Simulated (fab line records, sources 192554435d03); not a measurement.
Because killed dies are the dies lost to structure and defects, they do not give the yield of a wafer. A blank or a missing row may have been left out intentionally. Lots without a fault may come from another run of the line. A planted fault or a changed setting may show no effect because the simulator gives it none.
Matching of chambers / flow n5_finfet / rie_diel-04 running N5_BEOL_M6_STRIP_67: 4 sister chambers
The step strips in CF4. 20 wafers are shown with their chamber, then 10 later ones without.

## WAFERS WITH THEIR CHAMBER
wafer=L074.2; chamber=2; drypump_motor_current_A (A)=5.4; showerhead_plenum_p_Torr (Torr)=1.80; throttle_valve_pct (%)=13.27
wafer=L074.3; chamber=1; drypump_motor_current_A (A)=6.5; showerhead_plenum_p_Torr (Torr)=1.76; throttle_valve_pct (%)=13.78
wafer=L074.5; chamber=1; drypump_motor_current_A (A)=6.5; showerhead_plenum_p_Torr (Torr)=1.76; throttle_valve_pct (%)=13.78
wafer=L077.1; chamber=1; drypump_motor_current_A (A)=6.5; showerhead_plenum_p_Torr (Torr)=1.76; throttle_valve_pct (%)=13.79
wafer=L077.4; chamber=2; drypump_motor_current_A (A)=5.5; showerhead_plenum_p_Torr (Torr)=1.80; throttle_valve_pct (%)=13.30
wafer=L077.5; chamber=0; drypump_motor_current_A (A)=5.1; showerhead_plenum_p_Torr (Torr)=1.76; throttle_valve_pct (%)=13.40
wafer=L082.2; chamber=1; drypump_motor_current_A (A)=6.5; showerhead_plenum_p_Torr (Torr)=1.76; throttle_valve_pct (%)=13.83
wafer=L082.4; chamber=2; drypump_motor_current_A (A)=5.4; showerhead_plenum_p_Torr (Torr)=1.80; throttle_valve_pct (%)=13.30
wafer=L082.5; chamber=0; drypump_motor_current_A (A)=5.1; showerhead_plenum_p_Torr (Torr)=1.76; throttle_valve_pct (%)=13.42
wafer=L084.1; chamber=1; drypump_motor_current_A (A)=6.5; showerhead_plenum_p_Torr (Torr)=1.76; throttle_valve_pct (%)=13.82
wafer=L084.5; chamber=2; drypump_motor_current_A (A)=5.4; showerhead_plenum_p_Torr (Torr)=1.80; throttle_valve_pct (%)=13.30
wafer=L084.6; chamber=1; drypump_motor_current_A (A)=6.5; showerhead_plenum_p_Torr (Torr)=1.76; throttle_valve_pct (%)=13.83
wafer=L086.1; chamber=0; drypump_motor_current_A (A)=5.1; showerhead_plenum_p_Torr (Torr)=1.76; throttle_valve_pct (%)=13.44
wafer=L086.2; chamber=3; drypump_motor_current_A (A)=5.9; showerhead_plenum_p_Torr (Torr)=1.90; throttle_valve_pct (%)=13.56
wafer=L086.4; chamber=1; drypump_motor_current_A (A)=6.5; showerhead_plenum_p_Torr (Torr)=1.76; throttle_valve_pct (%)=13.83
wafer=L088.2; chamber=1; drypump_motor_current_A (A)=6.5; showerhead_plenum_p_Torr (Torr)=1.76; throttle_valve_pct (%)=13.84
wafer=L088.3; chamber=0; drypump_motor_current_A (A)=5.1; showerhead_plenum_p_Torr (Torr)=1.75; throttle_valve_pct (%)=13.44
wafer=L088.5; chamber=2; drypump_motor_current_A (A)=5.4; showerhead_plenum_p_Torr (Torr)=1.79; throttle_valve_pct (%)=13.33
wafer=L093.2; chamber=0; drypump_motor_current_A (A)=5.1; showerhead_plenum_p_Torr (Torr)=1.75; throttle_valve_pct (%)=13.48
wafer=L093.3; chamber=2; drypump_motor_current_A (A)=5.4; showerhead_plenum_p_Torr (Torr)=1.79; throttle_valve_pct (%)=13.33

SIGNATURES (averages over the wafers above)
reading=drypump_motor_current_A; chamber 0=5.100; chamber 1=6.500; chamber 2=5.417; chamber 3=5.900; scatter within a chamber=0.0228
reading=showerhead_plenum_p_Torr; chamber 0=1.7560; chamber 1=1.7600; chamber 2=1.7967; chamber 3=1.9000; scatter within a chamber=0.00398
reading=throttle_valve_pct; chamber 0=13.4360; chamber 1=13.8125; chamber 2=13.3050; chamber 3=13.5600; scatter within a chamber=0.0255
Rule: a wafer's distance from a chamber is the root of the sum, over the readings, of the square of ((its reading less the chamber's mean) divided by the reading's scatter). If the next closest chamber is less than 2 further off than the closest, the wafer can't be placed; otherwise it belongs to the closest. The scatter: the root of (the sum of the squares of (reading less its chamber's mean) over the shown wafers, divided by (wafers less chambers)).

## WAFERS MISSING THEIR CHAMBER
wafer=L093.5; drypump_motor_current_A (A)=5.4; showerhead_plenum_p_Torr (Torr)=1.79; throttle_valve_pct (%)=13.34
wafer=L091.1; drypump_motor_current_A (A)=5.1; showerhead_plenum_p_Torr (Torr)=1.75; throttle_valve_pct (%)=13.46
wafer=L091.2; drypump_motor_current_A (A)=5.9; showerhead_plenum_p_Torr (Torr)=1.89; throttle_valve_pct (%)=13.57
wafer=L091.4; drypump_motor_current_A (A)=6.5; showerhead_plenum_p_Torr (Torr)=1.75; throttle_valve_pct (%)=13.87
wafer=L094.1; drypump_motor_current_A (A)=6.5; showerhead_plenum_p_Torr (Torr)=1.75; throttle_valve_pct (%)=13.87
wafer=L094.2; drypump_motor_current_A (A)=5.8; showerhead_plenum_p_Torr (Torr)=1.89; throttle_valve_pct (%)=13.59
wafer=L094.3; drypump_motor_current_A (A)=5.1; showerhead_plenum_p_Torr (Torr)=1.75; throttle_valve_pct (%)=13.49
wafer=L097.1; drypump_motor_current_A (A)=5.9; showerhead_plenum_p_Torr (Torr)=1.89; throttle_valve_pct (%)=13.62
wafer=L097.3; drypump_motor_current_A (A)=6.5; showerhead_plenum_p_Torr (Torr)=1.75; throttle_valve_pct (%)=13.90
wafer=L097.5; drypump_motor_current_A (A)=5.1; showerhead_plenum_p_Torr (Torr)=1.75; throttle_valve_pct (%)=13.52

## WHICH CHAMBER EACH WENT THROUGH
wafer=L093.5; from the rows above=2; in truth=2
wafer=L091.1; from the rows above=0; in truth=0
wafer=L091.2; from the rows above=3; in truth=3
wafer=L091.4; from the rows above=1; in truth=1
wafer=L094.1; from the rows above=1; in truth=1
wafer=L094.2; from the rows above=3; in truth=3
wafer=L094.3; from the rows above=0; in truth=0
wafer=L097.1; from the rows above=3; in truth=3
wafer=L097.3; from the rows above=1; in truth=1
wafer=L097.5; from the rows above=0; in truth=0
Correct placement for 10 of the 10. From these rows, 0 cannot be placed. 0 placed wrongly.
